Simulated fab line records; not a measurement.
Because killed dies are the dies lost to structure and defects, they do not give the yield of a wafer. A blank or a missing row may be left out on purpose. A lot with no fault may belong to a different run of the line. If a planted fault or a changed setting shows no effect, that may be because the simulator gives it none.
Which tool is to blame? ; flow n5Finfet ; Sampling: 11 lots, 33 wafers, 5 of 1938 route steps

## WHAT THE GAUGES READ, wafer by wafer
N5_GATE_CUT_OVL_MEAS_14.
lot;measured;on;GATE_CUT_OVL (nm)
L075;day 4 17:33;overlay-01;-0.2 -0.3 -0.9
L077;day 5 06:05;overlay-01;-0.9 -1.3 -0.2
L079;day 5 17:23;overlay-01;0.2 0.1 0.2
L081;day 6 07:43;overlay-01;0.1 -0.1 0.2
L083;day 6 21:13;overlay-01;-1.5 -1.0 -2.3
L085;day 7 10:29;overlay-01;-0.8 -0.2 0.6
L087;day 7 23:53;overlay-01;0.7 0.1 0.2
L089;day 8 10:40;overlay-01;-0.3 -0.4 0.1
L092;day 9 02:20;overlay-02;-0.4 -1.0 -0.1
L094;day 9 12:08;overlay-01;-0.7 -0.1 -0.8
L097;day 10 12:05;overlay-01;-0.1 0.0 0.2

## EACH LOT AND THE TOOL THAT RAN IT (in order: tool; ch and the chambers of the sampled wafers; start)
lot;N5_HKMG_FIN_PWFM_ALD_03;N5_HKMG_FIN_ETCH_86;N5_HKMG_FIN_ETCHBACK_68;N5_GATE_CUT_ETCH_56
L075;aldMetal-01 ch 0,1, day 4 08:17;rieDiel-04 ch 0,2, day 4 10:32;rieMetal-02 ch 0, day 4 11:49;rieMetal-02 ch 0,1, day 4 13:44
L077;aldMetal-01 ch 0,1, day 4 19:45;rieDiel-04 ch 0,1,2, day 4 21:59;rieMetal-02 ch 0,1, day 4 23:17;rieMetal-02 ch 0,1, day 5 01:12
L079;aldMetal-03 ch 0,1,3, day 5 08:17;rieDiel-06 ch 0,2,3, day 5 10:29;rieMetal-01 ch 0,1, day 5 11:46;rieMetal-01 ch 0,1, day 5 13:41
L081;aldMetal-03 ch 0,1,3, day 5 22:20;rieDiel-04 ch 0,1,2, day 6 00:41;rieMetal-01 ch 0,1, day 6 01:59;rieMetal-03 ch 0,1, day 6 03:58
L083;aldMetal-02 ch 0,1, day 6 11:51;rieDiel-06 ch 0,2, day 6 14:25;rieMetal-01 ch 0,1, day 6 15:43;rieMetal-03 ch 0,1, day 6 17:46
L085;aldMetal-03 ch 0,1,3, day 7 01:22;rieDiel-04 ch 0,1,2, day 7 03:37;rieMetal-02 ch 0,1, day 7 05:05;rieMetal-03 ch 0,1, day 7 07:00
L087;aldMetal-02 ch 2,3, day 7 14:44;rieDiel-06 ch 1,2, day 7 16:58;rieMetal-03 ch 0,1, day 7 18:20;rieMetal-03 ch 0,1, day 7 20:16
L089;aldMetal-02 ch 0,1,2, day 8 01:11;rieDiel-06 ch 1,3, day 8 03:26;rieMetal-03 ch 0,1, day 8 04:53;rieMetal-01 ch 0,1, day 8 06:49
L092;aldMetal-03 ch 0,2,3, day 8 17:08;rieDiel-06 ch 0,2, day 8 19:24;rieMetal-03 ch 0,1, day 8 20:49;rieMetal-01 ch 0,1, day 8 22:44
L094;aldMetal-02 ch 1,3, day 9 03:08;rieDiel-06 ch 1,2, day 9 05:24;rieMetal-01 ch 0,1, day 9 06:43;rieMetal-01 ch 0,1, day 9 08:39
L097;aldMetal-02 ch 0,1,3, day 10 02:36;rieDiel-01 ch 0,2,3, day 10 05:23;rieMetal-01 ch 0,1, day 10 06:41;rieMetal-01 ch 0,1, day 10 08:36
- N5_HKMG_FIN_PWFM_ALD_03: deposits TiN, target thk 2 nm, pulse time 1 s, purge time 3 s.
- N5_HKMG_FIN_ETCH_86: etches SOC in N2/H2, stops on TiN, target depth 393.2 nm.
- N5_HKMG_FIN_ETCHBACK_68: etches the open film in Cl2/Ar, stops on HfO2, target depth 0.5 nm.
- N5_GATE_CUT_ETCH_56: etches TiN in Cl2/Ar, target depth 21.6 nm.

## THE ANSWER, worked out from the rows above alone
Rule: the lots themselves supply what counts as usual. The widest of any qualifying gaps counts: lots, ordered by their means at a reading, are off when they make up no more than a third of the lots, leave a main group of 4 or more, and stand apart from it by 3 or more times the standard deviation of that group's means. The tables above print the reading to a certain number of digits; a main group whose means all agree to those digits is not used. Also off: a lot with no number at a reading for which 4 or more lots have one. Any other lot the step has rows for is counted as sound.
No lot is off at any reading shown: from this, nothing can be told.

## WHAT WAS PUT IN BY THE SIMULATOR
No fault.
